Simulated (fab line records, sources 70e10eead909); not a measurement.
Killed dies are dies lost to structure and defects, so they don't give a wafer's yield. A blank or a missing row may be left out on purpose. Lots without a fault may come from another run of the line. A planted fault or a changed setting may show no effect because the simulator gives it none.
Chamber matching | flow nand_harc | NHARC_A_CHANNEL_FILL_D1_ALD_02 on ald_hk-03: 4 sister chambers
The step deposits SiO2, target thk 6 nm, pulse time 10 s, ald cycles 60. 4 wafers are shown with their chamber, then 9 later ones without.

WAFERS WITH THEIR CHAMBER
wafer  | chamber | heater_power_w (W)
L633.4 | 1       | 427
L633.6 | 2       | 476
L637.3 | 0       | 468
L637.6 | 3       | 466

WAFERS WITHOUT THEIR CHAMBER
wafer  | heater_power_w (W)
L638.1 | 471
L638.3 | 432
L638.4 | 469
L641.1 | 467
L641.5 | 474
L641.6 | 468
L642.2 | 459
L642.4 | 481
L642.6 | 432

WHICH CHAMBER EACH WENT THROUGH
wafer  | from the rows above          | in truth
L638.1 | can't be placed: 0 or 2 or 3 | 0
L638.3 | 1                            | 1
L638.4 | can't be placed: 0 or 3 or 2 | 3
L641.1 | can't be placed: 0 or 3      | 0
L641.5 | can't be placed: 2 or 0 or 3 | 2
L641.6 | can't be placed: 0 or 3      | 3
L642.2 | can't be placed: 3 or 0      | 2
L642.4 | 2                            | 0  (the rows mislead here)
L642.6 | 1                            | 1
Placed correctly: 2 of 9. Can't be placed from these rows: 6 (the true chamber is among the candidates in 5). Placed wrongly: 1.
How it was worked out, from the rows above alone: a wafer's distance from a chamber is the root of the sum, over the readings, of the square of ((its reading less the chamber's mean) divided by the reading's scatter). The wafer belongs to the nearest chamber; if the next one is less than 2 further off, it can't be placed. A chamber's mean is the mean of its shown wafers. The scatter: with one shown wafer a chamber, the root of the mean of the squares of how far each hidden wafer lies from its nearest shown one.
